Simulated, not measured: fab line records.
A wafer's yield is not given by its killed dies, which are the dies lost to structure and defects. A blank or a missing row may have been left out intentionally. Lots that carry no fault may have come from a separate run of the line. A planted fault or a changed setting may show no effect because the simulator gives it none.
One fault through the eyes of 2 desks + flow n5 finfet + each desk holds nothing but its own numbers, with what lay behind them at the end

## FROM THE METROLOGY DESK
What the gauges read, lot by lot, whatever tool the lot ran on: means of the sampled wafers that have a number. Marked OUT: a lot whose mean sits more than 4 standard deviations from the usual mean, which makes it out of limits; the brackets give that distance. Readings shown: 7 out of 24 (the first out of limits, and those lying furthest out on some lot).
Columns: A = trench depth nm at N5_BEOL_M9_OCD_MEAS_38, usual 150.9 nm; B = M9_THK at N5_BEOL_M9_THK_MEAS_53, usual 135.9 nm; C = M9_RS at N5_BEOL_M9_RS_MEAS_57, usual 0.152 ohm/sq; D = COMB_M12 at N5_BEOL_M15_RC_MEAS_101, usual 7e-12 S/m; E = COMB_M15 at N5_BEOL_M15_RC_MEAS_101, usual 3.2e-12 S/m; F = SERP_M9 at N5_BEOL_M15_RC_MEAS_101, usual 3.08 ohm/um; G = SERP_M9_max_site at N5_BEOL_M15_RC_MEAS_101, usual 3.17 ohm/um
| lot  | first seen here | A               | B               | C               | D     | E       | F              | G              |
|------|-----------------|-----------------|-----------------|-----------------|-------|---------|----------------|----------------|
| L696 | day 10 20:30    | 152.1           | 138.7           | 0.149           | 8e-12 | 3.1e-12 | 3.03           | 3.12           |
| L699 | day 11 09:11    | 123.1 (-12) OUT | 107.5 (-11) OUT | 0.196 (+13) OUT | 8e-12 | 3.3e-12 | 3.94 (+10) OUT | 4.00 (+10) OUT |
| L707 | day 13 15:10    | 150.3           | 133.7           | 0.153           | 6e-12 | 2.9e-12 | 3.07           | 3.11           |
| L711 | day 14 11:37    | 153.9           | 138.9           | 0.147           | 7e-12 | 4.7e-12 | 3.05           | 3.13           |
| L715 | day 15 17:38    | 150.2           | 136.3           | 0.151           | 4e-12 | 3.0e-12 | 3.07           | 3.19           |
| L717 | day 16 02:22    | 152.8           | 137.2           | 0.150           | 6e-12 | 2.8e-12 | 3.12           | 3.17           |
| L718 | day 16 05:45    | 152.7           | 137.5           | 0.150           | 7e-12 | 3.7e-12 | 3.01           | 3.16           |
This desk finds L699 out of limits, L699 being first, at day 11 09:11 (trench depth nm at N5_BEOL_M9_OCD_MEAS_38). In limits: L696, L707, L711, L715, L717, L718.

## AT THE TOOL OWNER'S DESK: rie diel-04
The tool's own readings at N5_BEOL_M9_TRENCH_ETCH_37 (etches SiCOH lowk in C4F6/O2, target depth 151.43 nm, time 49 s): means of the sampled wafers that have a number, for each lot that ran on this tool. Marked OUT: a lot whose mean sits more than 4 standard deviations from the usual mean, which makes it out of limits; the brackets give that distance.
Columns: A = drypump motor current A at N5_BEOL_M9_TRENCH_ETCH_37, usual 5.7 A; B = oes_o_777_au at N5_BEOL_M9_TRENCH_ETCH_37, usual 0.80 a.u.; C = oes product au at N5_BEOL_M9_TRENCH_ETCH_37, usual 0.80 a.u.; D = rf vpp V at N5_BEOL_M9_TRENCH_ETCH_37, usual 668 V; E = showerhead plenum p Torr at N5_BEOL_M9_TRENCH_ETCH_37, usual 2.87 Torr; F = throttle valve pct at N5_BEOL_M9_TRENCH_ETCH_37, usual 20.93 %
| lot  | first seen here | A   | B    | C    | D   | E    | F     |
|------|-----------------|-----|------|------|-----|------|-------|
| L696 | day 10 20:20    | 5.6 | 0.82 | 0.84 | 671 | 2.84 | 20.86 |
| L699 | day 11 09:01    | 5.7 | 0.83 | 0.72 | 664 | 2.81 | 20.73 |
| L711 | day 14 11:26    | 5.9 | 0.81 | 0.81 | 667 | 2.83 | 20.89 |
| L715 | day 15 17:28    | 6.1 | 0.81 | 0.81 | 672 | 2.84 | 20.98 |
| L717 | day 16 02:12    | 6.1 | 0.77 | 0.81 | 677 | 2.88 | 21.12 |
| L718 | day 16 05:34    | 5.9 | 0.79 | 0.79 | 666 | 2.82 | 20.92 |
This desk's verdict: no lot among the 6 shows anything out of limits.

## BROUGHT TOGETHER
Metrology desk: alarm possible at day 11 09:11 on L699.
The tool owner's desk saw nothing out of limits.
On record at the tool owner's desk: L699, within its limits.
N5_BEOL_M9_TRENCH_ETCH_37 was run on rie diel-04 by each of the lots named.

## WHAT THE SIMULATOR PUT IN
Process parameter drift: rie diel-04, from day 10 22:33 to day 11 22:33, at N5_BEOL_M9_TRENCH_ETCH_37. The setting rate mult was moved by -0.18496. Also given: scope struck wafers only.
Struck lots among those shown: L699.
Hours from the fault's start to each desk's first reading out of limits: the metrology desk, 11.
